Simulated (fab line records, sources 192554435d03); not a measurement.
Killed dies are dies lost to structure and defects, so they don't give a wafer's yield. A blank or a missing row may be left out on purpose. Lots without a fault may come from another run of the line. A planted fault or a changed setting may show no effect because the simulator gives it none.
Split-lot experiment | flow n5_finfet | 7 lots, 39 wafers read, on a route of 1938 steps

THE SPLIT
At N5_BEOL_M7_DESCUM_33 (chemistry O2, time 7 s), the setting time_s was moved away from the recipe's 7 s on 15 of the 39 wafers read, by -54.4% to +56.6%. The other wafers ran this setting at the recipe's value.

The file shows no step between the split and the reading.

THE READING
CAR-EUV_of_BEOL_M7_COAT_22.thk_nm (the simulator's own value, which no gauge read), in nm, at N5_BEOL_M7_ETCH_72 (etches underlayer in N2/H2, target depth 6.5 nm, time 5.2 s). The file gives no usual value for it. The 24 wafers here that ran the recipe average 20.3 nm, standard deviation 0.11 nm.

wafer  | tool, chamber at the split | time_s as run, s | against the recipe | CAR-EUV_of_BEOL_M7_COAT_22.thk_nm, nm | against lot-mates on the recipe
L076.1 | rie_diel-03, 2,0,2         | 4.944            | -29.4%             | 21.2                                  | +1.0
L076.4 | rie_diel-03, 2,0,2         | 4.944            | -29.4%             | 21.2                                  | +1.0
L076.5 | rie_diel-03, 2,0,2         | 4.944            | -29.4%             | 21.2                                  | +1.0
L076.2 | rie_diel-03, 3,1,3         | 7                | recipe             | 20.2                                  | -
L076.3 | rie_diel-03, 3,1,3         | 7                | recipe             | 20.2                                  | -
L076.6 | rie_diel-03, 3,1,3         | 7                | recipe             | 20.2                                  | -
L077.1 | rie_diel-03, 0,1,3,0,1     | 7                | recipe             | 20.4                                  | -
L077.2 | rie_diel-03, 0,1,3,0,1     | 7                | recipe             | 20.4                                  | -
L077.5 | rie_diel-03, 0,1,3,0,1     | 7                | recipe             | 20.4                                  | -
L077.6 | rie_diel-03, 0,1,3,0,1     | 7                | recipe             | 20.4                                  | -
L077.3 | rie_diel-03, 2             | 7                | recipe             | 20.2                                  | -
L077.4 | rie_diel-03, 0,1,3,0,1     | 7                | recipe             | 20.2                                  | -
L080.1 | rie_diel-02, 1             | 9.739            | +39.1%             | 18.8                                  | -1.5
L080.2 | rie_diel-02, 2,0           | 9.739            | +39.1%             | 19                                    | -1.3
L080.6 | rie_diel-02, 2,0           | 9.739            | +39.1%             | 19                                    | -1.3
L080.3 | rie_diel-02, 3,0,3         | 7                | recipe             | 20.4                                  | -
L080.5 | rie_diel-02, 3,0,3         | 7                | recipe             | 20.4                                  | -
L080.4 | rie_diel-02, 3,0,3         | 7                | recipe             | 20.2                                  | -
L084.1 | rie_diel-02, 0,2,3         | 8.467            | +21.0%             | 19.6                                  | -0.7
L084.3 | rie_diel-02, 0,2,3         | 8.467            | +21.0%             | 19.6                                  | -0.7
L084.4 | rie_diel-02, 0,2,3         | 8.467            | +21.0%             | 19.6                                  | -0.7
L084.2 | rie_diel-02, 1,1,0         | 7                | recipe             | 20.2                                  | -
L084.5 | rie_diel-02, 1,1,0         | 7                | recipe             | 20.2                                  | -
L084.6 | rie_diel-02, 1,1,0         | 7                | recipe             | 20.4                                  | -
L086.1 | rie_diel-02, 2,0,3         | 7                | recipe             | 20.4                                  | -
L086.2 | rie_diel-02, 2,0,3         | 7                | recipe             | 20.4                                  | -
L086.3 | rie_diel-02, 2,0,3         | 7                | recipe             | 20.6                                  | -
L093.1 | rie_diel-02, 1,3,1         | 10.96            | +56.6%             | 18.4                                  | -2.0
L093.3 | rie_diel-02, 1,3,1         | 10.96            | +56.6%             | 18.4                                  | -2.0
L093.2 | rie_diel-02, 0,3           | 7                | recipe             | 20.4                                  | -
L093.4 | rie_diel-02, 0             | 7                | recipe             | 20.4                                  | -
L093.6 | rie_diel-02, 0,3           | 7                | recipe             | 20.4                                  | -
L093.5 | rie_diel-02, 1,3,1         | 10.96            | +56.6%             | 18.2                                  | -2.2
L095.1 | rie_diel-01, 3,0,0         | 7                | recipe             | 20.2                                  | -
L095.2 | rie_diel-01, 1,2           | 3.192            | -54.4%             | 22.4                                  | +2.1
L095.3 | rie_diel-01, 1,2           | 3.192            | -54.4%             | 22.2                                  | +1.9
L095.6 | rie_diel-01, 3             | 3.192            | -54.4%             | 22.2                                  | +1.9
L095.4 | rie_diel-01, 3,0,0         | 7                | recipe             | 20.4                                  | -
L095.5 | rie_diel-01, 3,0,0         | 7                | recipe             | 20.4                                  | -
Where a row lists several chambers, the file gives one row for several wafers and doesn't say which wafer went through which chamber.

THE FIT
A straight line over all 39 wafers: CAR-EUV_of_BEOL_M7_COAT_22.thk_nm changes by -0.0349 nm for each +1% of time_s; r = -0.99; the points scatter about the line by 0.11 nm.
The same after taking each lot's own level away (the mean of its wafers on the recipe; 39 wafers): -0.0356 nm for each +1%; r = -1.00; scatter 0.086 nm.
On that fit, the largest move of time_s shifts the reading by 2 nm.
The lots' own levels span 20.20 to 20.47 nm, that is 2.4 times the standard deviation above.
So the lot-to-lot level changes the slope little: the two slopes agree.
Check: with one of the wafers moved furthest among these (+56.6%) left out of the fit, the line predicts -2.02 nm for it against its lot-mates. It came out at -2 nm against them.

OTHER SPLITS ON THESE WAFERS
These wafers also went through other splits before the reading. Each is held against what the fit with the lots' levels taken away leaves over:
other split on the same wafers   | wafers away from the commonest value | r with CAR-EUV_of_BEOL_M7_COAT_22.thk_nm (lot level and that fit taken away)
N5_BEOL_M4_ILD_DEP_00 time_s     | 15                                   | -0.21
N5_BEOL_M5_TRENCH_ETCH_37 time_s | 12                                   | +0.21

THE WHOLE CHAIN: every reading that the file lists as answering this split, in the file's order
step                 | what it does                                                | reading                                                                            | change (the file's fit)                | r (the file's)
N5_BEOL_M7_DESCUM_33 | chemistry O2, time 7 s                                      | CAR-EUV_of_BEOL_M7_COAT_22.thk_nm (the simulator's own value, which no gauge read) | -0.0349 nm for each +1% of the setting | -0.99
N5_BEOL_M7_ETCH_72   | etches underlayer in N2/H2, target depth 6.5 nm, time 5.2 s | CAR-EUV_of_BEOL_M7_COAT_22.thk_nm (the simulator's own value, which no gauge read) | -0.0356 nm for each +1% of the setting | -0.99

THE FILE'S OWN FIT
CAR-EUV_of_BEOL_M7_COAT_22.thk_nm changes by -0.0356 nm for each +1% of time_s, r = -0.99.
